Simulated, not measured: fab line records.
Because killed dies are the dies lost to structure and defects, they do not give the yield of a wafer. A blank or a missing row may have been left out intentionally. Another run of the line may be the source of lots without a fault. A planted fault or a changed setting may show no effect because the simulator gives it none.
One fault seen from 2 desks + flow n5 finfet + each desk holds nothing but its own numbers, with what lay behind them at the end

TOOL OWNER'S DESK, arfi scanner-01
The tool's own readings at N5_FIN_SAQP_EXPOSE_13 (exposes mask FIN CORE, target cd 35.6 nm): means of the sampled wafers that have a number, for each lot that ran on this tool. Marked OUT: a lot whose mean sits more than 4 standard deviations from the usual mean, which makes it out of limits; the brackets give that distance.
Columns: A = exposure dose mJ cm2 at N5_FIN_SAQP_EXPOSE_13, usual 63.35; B = reticle temp C at N5_FIN_SAQP_EXPOSE_13, usual 23.01 C
| lot  | first seen here | A                | B     |
|------|-----------------|------------------|-------|
| L714 | day 2 03:23     | 63.26            | 23.08 |
| L721 | day 3 21:38     | 64.38 (+4.1) OUT | 22.91 |
This desk finds L721 out of limits, L721 being first, at day 3 21:38 (exposure dose mJ cm2 at N5_FIN_SAQP_EXPOSE_13). Within limits: L714.

FROM THE METROLOGY DESK
Means of the sampled wafers that have a number, per lot and without regard to the tool the lot ran on: this is what the gauges read. Marked OUT: a lot whose mean sits more than 4 standard deviations from the usual mean, which makes it out of limits; the brackets give that distance. Readings shown: 7 of its 12, picked as those furthest out on some lot.
Columns: A = thk nm at N5_FIN_SAQP_THK_MEAS_05, usual 38.1 nm; B = thk nm at N5_FIN_SAQP_THK_MEAS_07, usual 59.9 nm; C = DIBL_P at N5_BEOL_M4_RC_MEAS_101, usual 36.2 mV/V; D = IOFF_N at N5_BEOL_M4_RC_MEAS_101, usual 0.16 nA/um; E = IOFF_P at N5_BEOL_M4_RC_MEAS_101, usual 0.21 nA/um; F = ION_N at N5_BEOL_M4_RC_MEAS_101, usual 673 uA/um; G = VT_N at N5_BEOL_M4_RC_MEAS_101, usual 251 mV
| lot  | first seen here | A    | B    | C    | D    | E    | F   | G   |
|------|-----------------|------|------|------|------|------|-----|-----|
| L714 | day 2 02:56     | 38.1 | 59.4 | 36.1 | 0.15 | 0.22 | 672 | 251 |
| L715 | day 2 08:43     | 37.4 | 60.2 | 37.5 | 0.17 | 0.22 | 678 | 249 |
| L721 | day 3 21:04     | 37.5 | 58.9 | 32.9 | 0.12 | 0.18 | 653 | 255 |
| L727 | day 5 09:09     | 38.2 | 60.6 | 36.1 | 0.15 | 0.20 | 669 | 250 |
| L735 | day 7 08:35     | 37.9 | 61.3 | 33.9 | 0.12 | 0.16 | 662 | 256 |
This desk's finding: nothing out of limits on any of the 5 lots.

PUT TOGETHER
The tool owner's desk had the chance to raise an alarm at day 3 21:38 on L721.
From the metrology desk's view, nothing was out of limits.
The metrology desk has L721 on record, within its limits.
On arfi scanner-01, each named lot ran N5_FIN_SAQP_EXPOSE_13.

WHAT THE SIMULATOR HAD PUT IN
Process parameters drifting: arfi scanner-01 at N5_FIN_SAQP_EXPOSE_13, beginning at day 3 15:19. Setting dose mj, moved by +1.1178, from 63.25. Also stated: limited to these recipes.
Shown lots that were struck: L721.
How many hours passed from the start of the fault until each desk's first out-of-limits reading: the tool owner's desk, 6.
